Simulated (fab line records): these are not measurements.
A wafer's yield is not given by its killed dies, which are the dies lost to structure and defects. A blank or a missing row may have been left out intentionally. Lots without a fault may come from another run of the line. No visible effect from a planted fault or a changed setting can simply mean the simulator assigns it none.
fab line records / flow n5-finfet
record: lots: 4 wafers: 12 last-day: 16
route steps=1938 shown BEOL_M4@1094 BEOL_M5@1112 PASSIVATION@1936
lots that met no fault: taken from a fault-free run of the same line
start-h: the number of hours between the record's first day and the start of the first shown wafer of the lot / wait-h: how many hours have passed since the lot's step before this one / " identical to the entry in the row above / L1.1+2: one row covering several wafers at once / - value missing, or start not given / * or withheld: withheld / < > ~ a bound
route shown NAME@n: names a module that has steps shown in the file, with the first one's number in the route / usual: mean/standard deviation of fault-free wafers / same: alike in all rows / chamber/n: place in a boat / sites: per-site readings / _std_site: their standard deviation / _edge_site: mean of outer sites minus mean of inner sites / radius-mm: how far each site lies from the wafer's centre / mask NAME#n: copy n / behind: the tool/chamber that last shaped the wafer / hold: reason for holding the lot/hours on hold/outcome of the hold / device: names the non-switching transistor (n, p or np) / end of line: tests of these same wafers at the route's end / a step with no rows: only its recipe / killed: not the wafer's yield, but the dies lost to structure and defects at the first sort / map: the dies of a wafer, with x for killed, . for not killed, _ for no die there
set.NAME: the setting the step ran with; set.NAME@STEP: the setting that earlier step ran with / model.NAME: the simulator's own value behind a step, which no gauge read
certain route steps with their lots: each step a table, each wafer a row
services: the hour from which a tool's chamber was out of use, counted from the record's first day as start-h (under 0 if before that day), plus the number of hours and why
== steps ==
step: N5_BEOL_M4_SPUTTER_90
recipe: material: Cu target-thk-a: 45 temp-c: -20 chamber-pressure-pa: 0.07 power-w: withheld time-s: 8.29
step: N5_BEOL_M4_ANNEAL_91
recipe: temp-c: 400 time-s: 240 ambient: vacuum
step: N5_BEOL_M4_SPUTTER_92
recipe: material: Cu target-thk-a: 45 temp-c: -20 chamber-pressure-pa: 0.07 power-w: withheld time-s: 8.29
step: N5_BEOL_M4_ANNEAL_93
recipe: temp-c: 400 time-s: 240 ambient: vacuum
step: N5_BEOL_M4_SPUTTER_94
recipe: material: Cu target-thk-a: 45 temp-c: -20 chamber-pressure-pa: 0.07 power-w: withheld time-s: 8.29
step: N5_BEOL_M4_ANNEAL_95
recipe: temp-c: 400 time-s: 240 ambient: vacuum
step: N5_BEOL_M4_SPUTTER_96
recipe: material: Cu target-thk-a: 45 temp-c: -20 chamber-pressure-pa: 0.07 power-w: withheld time-s: 8.29
step: N5_BEOL_M4_ECD_50
recipe: material: Cu target-thk-a: 3000
step: N5_BEOL_M4_ANNEAL_51
recipe: temp-c: 225 time-s: 90 ambient: N2
step: N5_BEOL_M4_CMP_52
recipe: stop-on: SiOC t-overpolish-s: 6.8 down-force-psi: 1 platen-rpm: 50 clearing-platen-down-force-psi: 1.5 clearing-platen-rpm: 50 post-cmp-clean: cu-alkaline target-thk-nm: 40 clearing-platen-pad-velocity-m-s: 0.99484 pad-velocity-m-s: 0.99484
step: N5_BEOL_M4_PRE_CLEAN_60
recipe: gas: NH3/H2 time-s: 15 temp-c: * rf-power-w: 300
step: N5_BEOL_M4_CO_CAP_55
recipe: material: Co target-thk-a: 20 temp-c: 200 precursor: CCTBA/H2 pressure-torr: 30 time-s: 102.1
usual: heater-power-w: 233/11
same: time-s: 102.1
lot.wafer=L542.2 tool=cvd-co-01 chamber=1 start-h=181.38 wait-h=0.0 heater-power-w=221
lot.wafer=L542.3 tool=cvd-co-01 chamber=2 start-h=181.38 wait-h=0.0 heater-power-w=247
lot.wafer=L542.6 tool=cvd-co-01 chamber=0 start-h=181.38 wait-h=0.0 heater-power-w=222
lot.wafer=L554.1 tool=cvd-co-01 chamber=0 start-h=256.13 wait-h=0.0 heater-power-w=223
lot.wafer=L554.2 tool=cvd-co-01 chamber=2 start-h=256.13 wait-h=0.0 heater-power-w=251
lot.wafer=L554.4 tool=cvd-co-01 chamber=2 start-h=256.13 wait-h=0.0 heater-power-w=252
lot.wafer=L555.4 tool=cvd-co-01 chamber=1 start-h=260.54 wait-h=0.0 heater-power-w=217
lot.wafer=L555.5 tool=cvd-co-01 chamber=2 start-h=260.54 wait-h=0.0 heater-power-w=253
lot.wafer=L555.6 tool=cvd-co-01 chamber=0 start-h=260.54 wait-h=0.0 heater-power-w=229
lot.wafer=L556.1 tool=cvd-co-02 chamber=1 start-h=268.18 wait-h=0.0 heater-power-w=233
lot.wafer=L556.5 tool=cvd-co-02 chamber=0 start-h=268.18 wait-h=0.0 heater-power-w=230
lot.wafer=L556.6 tool=cvd-co-02 chamber=1 start-h=268.18 wait-h=0.0 heater-power-w=232
step: N5_BEOL_M4_PRE_CLEAN_56
recipe: gas: NH3 time-s: 15 temp-c: withheld rf-power-w: 300
step: N5_BEOL_M4_DEP_57
recipe: material: SiCN target-thk-a: 80 temp-c: withheld precursor: 3MS/NH3 pressure-torr: 3 rf-w: 202 time-s: 14
step: N5_BEOL_M4_INSPECT_59
recipe: inspect-instrument: darkfield mode: post-dep
usual: raw-defect-count: 68/23
lot.wafer=L542.2 tool=defect-inspect-02 chamber=- start-h=181.59 wait-h=0.0 raw-defect-count=60
lot.wafer=L542.3 tool=defect-inspect-02 chamber=- start-h=181.59 wait-h=0.0 raw-defect-count=63
lot.wafer=L542.6 tool=defect-inspect-02 chamber=- start-h=181.59 wait-h=0.0 raw-defect-count=71
lot.wafer=L554.1 tool=defect-inspect-02 chamber=- start-h=256.34 wait-h=0.0 raw-defect-count=1607
lot.wafer=L554.2 tool=defect-inspect-02 chamber=- start-h=256.34 wait-h=0.0 raw-defect-count=1560
lot.wafer=L554.4 tool=defect-inspect-02 chamber=- start-h=256.34 wait-h=0.0 raw-defect-count=1526
lot.wafer=L555.4 tool=defect-inspect-02 chamber=- start-h=260.72 wait-h=0.0 raw-defect-count=1490
lot.wafer=L555.5 tool=defect-inspect-02 chamber=- start-h=260.72 wait-h=0.0 raw-defect-count=1464
lot.wafer=L555.6 tool=defect-inspect-02 chamber=- start-h=260.72 wait-h=0.0 raw-defect-count=1537
lot.wafer=L556.1 tool=defect-inspect-01 chamber=- start-h=268.43 wait-h=0.0 raw-defect-count=72
lot.wafer=L556.5 tool=defect-inspect-01 chamber=- start-h=268.43 wait-h=0.0 raw-defect-count=62
lot.wafer=L556.6 tool=defect-inspect-01 chamber=- start-h=268.43 wait-h=0.0 raw-defect-count=58
step: N5_BEOL_M4_RC_MEAS_101
usual: DIBL_N: 36.4/1.7 DIBL_P: 36.4/2.1 IOFF_N: 0.16/0.035 IOFF_P: 0.21/0.035 ION_N: 680/11 ION_P: 465/6.8 SS_N: 71.5/0.58 SS_P: 73.2/0.72 VT_N: 249/3.6 VT_P: -250/3.1
lot.wafer=L542.2 tool=prober-01 chamber=0 start-h=181.77 wait-h=0.2 DIBL_N[mV/V]=35.2 DIBL_P[mV/V]=36.4 IOFF_N[nA/um]=0.15 IOFF_P[nA/um]=0.22 ION_N[uA/um]=673 ION_P[uA/um]=459 SS_N[mV/dec]=71.3 SS_P[mV/dec]=73.8 VT_N[mV]=250 VT_P[mV]=-253
lot.wafer=L542.3 tool=prober-01 chamber=0 start-h=181.77 wait-h=0.2 DIBL_N[mV/V]=37.7 DIBL_P[mV/V]=38.3 IOFF_N[nA/um]=0.21 IOFF_P[nA/um]=0.26 ION_N[uA/um]=691 ION_P[uA/um]=470 SS_N[mV/dec]=72.4 SS_P[mV/dec]=74.5 VT_N[mV]=245 VT_P[mV]=-249
lot.wafer=L542.6 tool=prober-01 chamber=0 start-h=181.77 wait-h=0.2 DIBL_N[mV/V]=37.4 DIBL_P[mV/V]=38.8 IOFF_N[nA/um]=0.19 IOFF_P[nA/um]=0.26 ION_N[uA/um]=680 ION_P[uA/um]=462 SS_N[mV/dec]=72.1 SS_P[mV/dec]=73.9 VT_N[mV]=246 VT_P[mV]=-250
lot.wafer=L554.1 tool=prober-01 chamber=0 start-h=256.36 wait-h=0.0 DIBL_N[mV/V]=38.0 DIBL_P[mV/V]=39.4 IOFF_N[nA/um]=0.18 IOFF_P[nA/um]=0.23 ION_N[uA/um]=689 ION_P[uA/um]=468 SS_N[mV/dec]=71.3 SS_P[mV/dec]=74.0 VT_N[mV]=247 VT_P[mV]=-252
lot.wafer=L554.2 tool=prober-01 chamber=0 start-h=256.36 wait-h=0.0 DIBL_N[mV/V]=36.8 DIBL_P[mV/V]=37.1 IOFF_N[nA/um]=0.15 IOFF_P[nA/um]=0.18 ION_N[uA/um]=663 ION_P[uA/um]=451 SS_N[mV/dec]=71.1 SS_P[mV/dec]=73.1 VT_N[mV]=253 VT_P[mV]=-254
lot.wafer=L554.4 tool=prober-01 chamber=0 start-h=256.36 wait-h=0.0 DIBL_N[mV/V]=35.9 DIBL_P[mV/V]=36.7 IOFF_N[nA/um]=0.14 IOFF_P[nA/um]=0.18 ION_N[uA/um]=674 ION_P[uA/um]=464 SS_N[mV/dec]=70.7 SS_P[mV/dec]=73.3 VT_N[mV]=251 VT_P[mV]=-253
lot.wafer=L555.4 tool=prober-02 chamber=0 start-h=261.21 wait-h=0.5 DIBL_N[mV/V]=31.2 DIBL_P[mV/V]=31.1 IOFF_N[nA/um]=0.10 IOFF_P[nA/um]=0.14 ION_N[uA/um]=662 ION_P[uA/um]=459 SS_N[mV/dec]=70.3 SS_P[mV/dec]=71.5 VT_N[mV]=254 VT_P[mV]=-257
lot.wafer=L555.5 tool=prober-02 chamber=0 start-h=261.21 wait-h=0.5 DIBL_N[mV/V]=33.8 DIBL_P[mV/V]=34.0 IOFF_N[nA/um]=0.12 IOFF_P[nA/um]=0.16 ION_N[uA/um]=668 ION_P[uA/um]=455 SS_N[mV/dec]=70.9 SS_P[mV/dec]=72.2 VT_N[mV]=253 VT_P[mV]=-256
lot.wafer=L555.6 tool=prober-02 chamber=0 start-h=261.21 wait-h=0.5 DIBL_N[mV/V]=33.3 DIBL_P[mV/V]=34.3 IOFF_N[nA/um]=0.13 IOFF_P[nA/um]=0.17 ION_N[uA/um]=671 ION_P[uA/um]=464 SS_N[mV/dec]=70.7 SS_P[mV/dec]=72.3 VT_N[mV]=251 VT_P[mV]=-252
lot.wafer=L556.1 tool=prober-01 chamber=0 start-h=268.45 wait-h=0.0 DIBL_N[mV/V]=36.0 DIBL_P[mV/V]=36.6 IOFF_N[nA/um]=0.15 IOFF_P[nA/um]=0.19 ION_N[uA/um]=662 ION_P[uA/um]=455 SS_N[mV/dec]=71.2 SS_P[mV/dec]=73.0 VT_N[mV]=252 VT_P[mV]=-254
lot.wafer=L556.5 tool=prober-01 chamber=0 start-h=268.45 wait-h=0.0 DIBL_N[mV/V]=35.1 DIBL_P[mV/V]=35.7 IOFF_N[nA/um]=0.15 IOFF_P[nA/um]=0.19 ION_N[uA/um]=676 ION_P[uA/um]=466 SS_N[mV/dec]=69.8 SS_P[mV/dec]=72.7 VT_N[mV]=251 VT_P[mV]=-251
lot.wafer=L556.6 tool=prober-01 chamber=0 start-h=268.45 wait-h=0.0 DIBL_N[mV/V]=34.2 DIBL_P[mV/V]=34.0 IOFF_N[nA/um]=0.12 IOFF_P[nA/um]=0.16 ION_N[uA/um]=676 ION_P[uA/um]=461 SS_N[mV/dec]=70.7 SS_P[mV/dec]=72.3 VT_N[mV]=257 VT_P[mV]=-254
step: N5_BEOL_M5_ILD_DEP_00
recipe: material: SiCOH_lowk target-thk-a: 1406.4 temp-c: 300 precursor: DEMS/porogen pressure-torr: 5 rf-w: 500 time-s: 25.9
step: N5_BEOL_M5_CURE_79
recipe: temp-c: 385 time-s: 240 ambient: He/Ar material: SiCOH_lowk
step: N5_BEOL_M5_PECVD_70
recipe: material: SiO2 target-thk-a: 160 temp-c: 400 precursor: TEOS/O2 pressure-torr: 5.5 rf-w: 450 teos-flow-sccm: 53.8 gas: O2 flow-sccm: 3000 time-s: 18
step: N5_BEOL_M5_HM_DEP_02
recipe: material: TiN target-thk-a: 200 temp-c: 25 chamber-pressure-pa: 0.49996
step: N5_BEOL_M5_COAT_59
recipe: resist: SOC temp-c: 250 time-s: 60 spin-rpm: 1500 resist-thk-nm: 60
step: N5_BEOL_M5_COAT_60
recipe: resist: SiARC temp-c: 220 time-s: 60 spin-rpm: 1500 resist-thk-nm: 12
step: N5_BEOL_M5_COAT_71
recipe: resist: underlayer temp-c: 205 time-s: 60 spin-rpm: 1500 resist-thk-nm: 5
step: N5_BEOL_M5_COAT_05
recipe: resist: CAR-EUV spin-rpm: 1500 resist-thk-nm: 30
step: N5_BEOL_M5_EBR_07
recipe: solvent: PGMEA ebr-width-mm: 1.5
step: N5_BEOL_M5_SOFTBAKE_06
recipe: temp-c: 110 time-s: 60 resist: CAR-EUV
step: N5_BEOL_M5_EXPOSE_08
recipe: mask-id: M5 na: 0.33 source-shape: annular sigma-inner: 0.4 sigma-outer: 0.8 polarization: unpolarized target-cd-nm: 28 dose-mj: 35.75
step: N5_BEOL_M5_PEB_09
recipe: peb-temp-c: 100 peb-time-s: 60 resist: CAR-EUV
step: N5_BEOL_M5_DEVELOP_10
recipe: develop-time-s: 30 developer: TMAH resist: CAR-EUV rinse-liquid: surfactant-rinse dry: air-spin dev-temp-c: 23
step: N5_BEOL_M5_INSPECT_13
recipe: mode: adi inspect-instrument: brightfield
usual: raw-defect-count: 411/100
lot.wafer=L542.2 tool=defect-inspect-01 chamber=- start-h=184.16 wait-h=0.0 raw-defect-count=576
lot.wafer=L542.3 tool=defect-inspect-01 chamber=- start-h=184.16 wait-h=0.0 raw-defect-count=414
lot.wafer=L542.6 tool=defect-inspect-01 chamber=- start-h=184.16 wait-h=0.0 raw-defect-count=383
lot.wafer=L554.1 tool=defect-inspect-02 chamber=- start-h=259.25 wait-h=0.1 raw-defect-count=1942
lot.wafer=L554.2 tool=defect-inspect-02 chamber=- start-h=259.25 wait-h=0.1 raw-defect-count=1903
lot.wafer=L554.4 tool=defect-inspect-02 chamber=- start-h=259.25 wait-h=0.1 raw-defect-count=1890
lot.wafer=L555.4 tool=defect-inspect-02 chamber=- start-h=265.10 wait-h=0.0 raw-defect-count=1830
lot.wafer=L555.5 tool=defect-inspect-02 chamber=- start-h=265.10 wait-h=0.0 raw-defect-count=2211
lot.wafer=L555.6 tool=defect-inspect-02 chamber=- start-h=265.10 wait-h=0.0 raw-defect-count=1916
lot.wafer=L556.1 tool=defect-inspect-01 chamber=- start-h=272.42 wait-h=0.1 raw-defect-count=499
lot.wafer=L556.5 tool=defect-inspect-01 chamber=- start-h=272.42 wait-h=0.1 raw-defect-count=371
lot.wafer=L556.6 tool=defect-inspect-01 chamber=- start-h=272.42 wait-h=0.1 raw-defect-count=428
step: N5_BEOL_M5_DESCUM_16
recipe: chemistry: O2 time-s: 7 source-power-w: 50 bias-power-w: 20 pressure-mtorr: 20 rf-frequency-hz: 2.712e+07 temp-c: 40 resist: CAR-EUV o2-flow-sccm: 225
step: N5_BEOL_M5_ETCH_72
recipe: chemistry: N2/H2 target: underlayer target-depth-a: 65 mask-material: CAR-EUV time-s: 5.2 ion-energy-ev: 200 pressure-mtorr: 30 source-w: 840 bias-w: 150 n2-flow-sccm: 200 h2-flow-sccm: 200 ends: cleared
step: N5_BEOL_M5_ETCH_61
recipe: chemistry: CF4 target: SiARC target-depth-a: 156 mask-material: CAR-EUV time-s: 26 ion-energy-ev: 80 pressure-mtorr: 40 source-w: 545 bias-w: 36 Ar_flow_sccm: 100 cf4-flow-sccm: 100 ends: cleared
step: N5_BEOL_M5_ETCH_62
recipe: chemistry: N2/H2 target: SOC target-depth-a: 750 overetch-a: 150 mask-material: SiARC temp-c: 40 time-s: 112.5 ion-energy-ev: 200 pressure-mtorr: 30 source-w: 840 bias-w: 150 n2-flow-sccm: 200 h2-flow-sccm: 200
step: N5_BEOL_M5_STRIP_63
recipe: chemistry: N2/H2 temp-c: 40 n2-flow-sccm: 200 h2-flow-sccm: 200 rf-frequency-hz: 6e+07
step: N5_BEOL_M5_STRIP_73
recipe: chemistry: N2/H2 temp-c: 40 n2-flow-sccm: 200 h2-flow-sccm: 200 rf-frequency-hz: 6e+07
step: N5_BEOL_M5_STRIP_64
recipe: chemistry: CF4 resist: SiARC power-w: 300 bias-power-w: 75 pressure-mtorr: 50 cf4-flow-sccm: 150 rf-frequency-hz: 6e+07
step: N5_BEOL_M5_INSPECT_30
recipe: mode: adi inspect-instrument: brightfield
usual: raw-defect-count: 411/99
lot.wafer=L542.2 tool=defect-inspect-02 chamber=- start-h=186.57 wait-h=0.0 raw-defect-count=578
lot.wafer=L542.3 tool=defect-inspect-02 chamber=- start-h=186.57 wait-h=0.0 raw-defect-count=384
lot.wafer=L542.6 tool=defect-inspect-02 chamber=- start-h=186.57 wait-h=0.0 raw-defect-count=384
lot.wafer=L554.1 tool=defect-inspect-02 chamber=- start-h=263.69 wait-h=0.1 raw-defect-count=1954
lot.wafer=L554.2 tool=defect-inspect-02 chamber=- start-h=263.69 wait-h=0.1 raw-defect-count=1922
lot.wafer=L554.4 tool=defect-inspect-02 chamber=- start-h=263.69 wait-h=0.1 raw-defect-count=1870
lot.wafer=L555.4 tool=defect-inspect-01 chamber=- start-h=266.81 wait-h=0.0 raw-defect-count=1853
lot.wafer=L555.5 tool=defect-inspect-01 chamber=- start-h=266.81 wait-h=0.0 raw-defect-count=2185
lot.wafer=L555.6 tool=defect-inspect-01 chamber=- start-h=266.81 wait-h=0.0 raw-defect-count=1923
lot.wafer=L556.1 tool=defect-inspect-01 chamber=- start-h=274.50 wait-h=0.1 raw-defect-count=505
lot.wafer=L556.5 tool=defect-inspect-01 chamber=- start-h=274.50 wait-h=0.1 raw-defect-count=354
lot.wafer=L556.6 tool=defect-inspect-01 chamber=- start-h=274.50 wait-h=0.1 raw-defect-count=428
step: N5_PASSIVATION_PROBE_49
usual: defect-limited-yield: 91.3/1.4 killed_at_M0_to_M3: 36/11 killed_at_M4_up: 13/5.2 killed-at-contacts: 13/6.5 killed-at-front-end: 37/11 killed-at-other: 3.6/2.9 killed-dies: 103/17 killed-on-rim: 13/3.6 killed-open: 68/12 killed-short: 33/7.3 sort_bin_5_function: 5.2/0.91 sort_bin_6_memory: 3.2/0.67 sort-n-pass: 1077/17 sort-yield-pct: 91.3/1.4
same: gross-dies: 1180 killed-at-back-side: 0 sort_bin_4_leakage[%]: 0 sort_bin_8_speed[%]: 0
lot.wafer=L554.1 tool=prober-01 chamber=- start-h=367.10 wait-h=0.0 defect-limited-yield[%]=82.5 killed_at_M0_to_M3=21 killed_at_M4_up=144 killed-at-contacts=4 killed-at-front-end=33 killed-at-other=5 killed-dies=207 killed-on-rim=31 killed-open=50 killed-short=37 sort_bin_5_function[%]=10.0 sort_bin_6_memory[%]=3.5 sort-n-pass=973 sort-yield-pct[%]=82.5
lot.wafer=L554.2 tool=prober-01 chamber=- start-h=367.15 wait-h=0.1 defect-limited-yield[%]=83.6 killed_at_M0_to_M3=11 killed_at_M4_up=140 killed-at-contacts=13 killed-at-front-end=30 killed-at-other=0 killed-dies=194 killed-on-rim=24 killed-open=37 killed-short=29 sort_bin_5_function[%]=9.8 sort_bin_6_memory[%]=2.4 sort-n-pass=986 sort-yield-pct[%]=83.6
lot.wafer=L554.4 tool=prober-01 chamber=- start-h=367.25 wait-h=0.2 defect-limited-yield[%]=81.0 killed_at_M0_to_M3=34 killed_at_M4_up=136 killed-at-contacts=22 killed-at-front-end=28 killed-at-other=4 killed-dies=224 killed-on-rim=29 killed-open=67 killed-short=34 sort_bin_5_function[%]=12.4 sort_bin_6_memory[%]=3.0 sort-n-pass=956 sort-yield-pct[%]=81.0
lot.wafer=L555.4 tool=prober-02 chamber=- start-h=367.27 wait-h=0.2 defect-limited-yield[%]=84.8 killed_at_M0_to_M3=32 killed_at_M4_up=89 killed-at-contacts=10 killed-at-front-end=38 killed-at-other=10 killed-dies=179 killed-on-rim=28 killed-open=77 killed-short=33 sort_bin_5_function[%]=8.1 sort_bin_6_memory[%]=4.2 sort-n-pass=1001 sort-yield-pct[%]=84.8
lot.wafer=L555.5 tool=prober-02 chamber=- start-h=367.32 wait-h=0.2 defect-limited-yield[%]=81.9 killed_at_M0_to_M3=26 killed_at_M4_up=144 killed-at-contacts=15 killed-at-front-end=21 killed-at-other=8 killed-dies=214 killed-on-rim=30 killed-open=64 killed-short=22 sort_bin_5_function[%]=10.4 sort_bin_6_memory[%]=3.3 sort-n-pass=966 sort-yield-pct[%]=81.9
lot.wafer=L555.6 tool=prober-02 chamber=- start-h=367.37 wait-h=0.3 defect-limited-yield[%]=80.6 killed_at_M0_to_M3=28 killed_at_M4_up=146 killed-at-contacts=16 killed-at-front-end=37 killed-at-other=2 killed-dies=229 killed-on-rim=27 killed-open=74 killed-short=28 sort_bin_5_function[%]=10.6 sort_bin_6_memory[%]=4.3 sort-n-pass=951 sort-yield-pct[%]=80.6
killed by level:class
L554.1 BEOL_M4:unspecified=118 BEOL_M4:geometric-particle:open=18 FIN_SAQP:geometric-particle:short=7 FIN_SAQP:geometric-particle:open=6 ILD0:geometric-particle:short=6 BEOL_M0_SAQP:geometric-particle:short=6 BEOL_M0_SAQP:geometric-particle:open=5 STARTING-WAFER:geometric-particle:short=5
L554.2 BEOL_M4:unspecified=127 MOL_CONTACT_COAG:geometric-particle:open=11 ILD0:geometric-particle:short=8 BEOL_M4:geometric-particle:open=8 FIN_SAQP:geometric-particle:short=7 FIN_SAQP:geometric-particle:open=4 STI_FIN_REVEAL:geometric-particle:open=3 BEOL_M0_SAQP:geometric-particle:short=3
L554.4 BEOL_M4:unspecified=122 MOL_CONTACT_COAG:geometric-particle:open=16 BEOL_M4:geometric-particle:open=8 BEOL_M2:geometric-particle:open=8 BEOL_M0_SAQP:geometric-particle:open=7 BEOL_M1:geometric-particle:open=7 ILD0:geometric-particle:open=6 MOL_CONTACT_COAG:geometric-particle:short=6
L555.4 BEOL_M4:unspecified=68 FIN_SAQP:geometric-particle:open=12 FIN_SAQP:geometric-particle:short=7 MOL_CONTACT_COAG:geometric-particle:open=7 BEOL_M1:geometric-particle:open=7 BEOL_M5:geometric-particle:open=7 BEOL_M0_SAQP:geometric-particle:open=5 BEOL_M2:geometric-particle:open=5
L555.5 BEOL_M4:unspecified=127 MOL_CONTACT_COAG:geometric-particle:open=12 BEOL_M1:geometric-particle:open=9 BEOL_M0_SAQP:geometric-particle:open=6 BEOL_M4:geometric-particle:open=6 DUMMY_GATE:geometric-particle:open=4 BEOL_M2:geometric-particle:open=4 BEOL_M5:geometric-particle:open=4
L555.6 BEOL_M4:unspecified=127 MOL_CONTACT_COAG:geometric-particle:open=12 FIN_SAQP:geometric-particle:open=10 DUMMY_GATE:geometric-particle:open=7 BEOL_M0_SAQP:geometric-particle:short=7 BEOL_M0_SAQP:geometric-particle:open=6 STI_FIN_REVEAL:geometric-particle:open=6 BEOL_M4:geometric-particle:open=6
map L554.4 (x killed, . not)
_________________...x........________________
______________.....x..xxx.x....._____________
___________.x........x.......x....x__________
__________.......x........x.....x..._________
________.............x.........xx.xxxx_______
_______......x...........xx.......xx.xx______
______..................x..x...xxxxxxxxx_____
_____........................x..xxxxxxxxx____
____...x..x....x......x........xxxxxxxxxxx___
___............x......x.x.x.....xxxxxxxxxxx__
___............................xxxxxxxxxxxx__
__.........................x..x.xxxxxxxxxxxx_
__x....x..........x.x.......x..xxxxxxxxxxxxx_
_...............................xxxxxxxxxxxxx
_....x...........................xxxxxxxxxxx.
_..................x....x.....x...x.x..x.x.x.
_....x.....x....xx.x.x................x.x..x.
_..x.x...............x.......................
_.........................x........x....x.x..
_x......x................................x...
_...x.........x...............x..x...........
__..................x..x...x...x.x.........._
__...............................x.........._
___x.x.....x.x...xx.......x..x.............__
___.........x.xx.......x......x..x.........__
____...........x...........x..............___
_____.............xx.....xx....x.........____
______x..xx..x.x..........xx.x.........._____
_______.....x...........x........xx....______
________..............x............x.._______
__________............x............._________
___________................x.x...x.__________
______________.................._____________
_________________.....x......________________
map L555.6 (x killed, . not)
_________________............________________
______________........xx........_____________
___________...........x............__________
__________......x..................._________
________..x............x...x.xx...x..._______
_______x..............x................______
______x...x..xx........................x_____
_____..x.x.........x.......xxx...........____
____.xxxxxxx.xx.........x.x......x.......x___
___xxxxxxxxx..x...........................x__
___xxxxxxxxx.x.........x.......x...........__
__xxxxxxxxxxx.........x........x....x......._
__xxxxxxxxxx.........................x......_
_xxxxxxxxxxxx...................xx.....x..x..
_xxxxxxxxxxxxxx...........x...x..............
_xxxxxxxxxxxx................................
_xxxxxxxxxxx.x.x...........x........x........
_xxxxxxxxxx..x........xx.................x...
_xxxxxxxxx....x.......................x.....x
_xxxxxxxxxx..............x......x............
_..x.xx..............x.................x.....
__.....x.x......................x..........._
__......x...x.x..x...x..x....x.x.x.........._
___.....xx..................x..x......x....__
___x.......x..............x.........x..x...__
____.........................x............___
_____.x....................x.....x.......____
______.......x...x......................_____
_______.............x.........x........______
________.................x............_______
__________..x......x...x............_________
___________.....x...x...x.....x....__________
______________..x..x..x.......xx_____________
_________________............________________
== services ==
tool=cvd-co-01 chamber=- start-h=158.36 hours=2.8 kind=pm
tool=cvd-co-02 chamber=- start-h=161.11 hours=14.6 kind=pm
tool=cvd-co-02 chamber=2 start-h=257.04 hours=21.8 kind=repair
== key ==
first-sign: step: N5_BEOL_M4_INSPECT_59 reading: raw-defect-count direction: up sigmas: 64 usual: 68 struck: 1531
effect: step: N5_BEOL_M5_INSPECT_13 reading: raw-defect-count direction: up sigmas: 15 usual: 411 struck: 1949
effect: step: N5_BEOL_M5_INSPECT_30 reading: raw-defect-count direction: up sigmas: 16 usual: 411 struck: 1951
effect: step: N5_PASSIVATION_PROBE_49 reading: killed_at_M4_up direction: up sigmas: 23 usual: 13 struck: 133
more-kills-born-at: N5_BEOL_M4_CO_CAP_55@cvd-co-01: 689
met-at N5_BEOL_M4_CO_CAP_55
struck-wafers L554.1,L554.2,L554.4,L555.4,L555.5,L555.6
onset-between 181.38 256.13
fault: kind: chamber-particle-source tool: cvd-co-01 chamber: - onset-h: 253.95 steps: N5_BEOL_M4_CO_CAP_55 rate-per-visit-cm2: 2.2461 end-h: 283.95
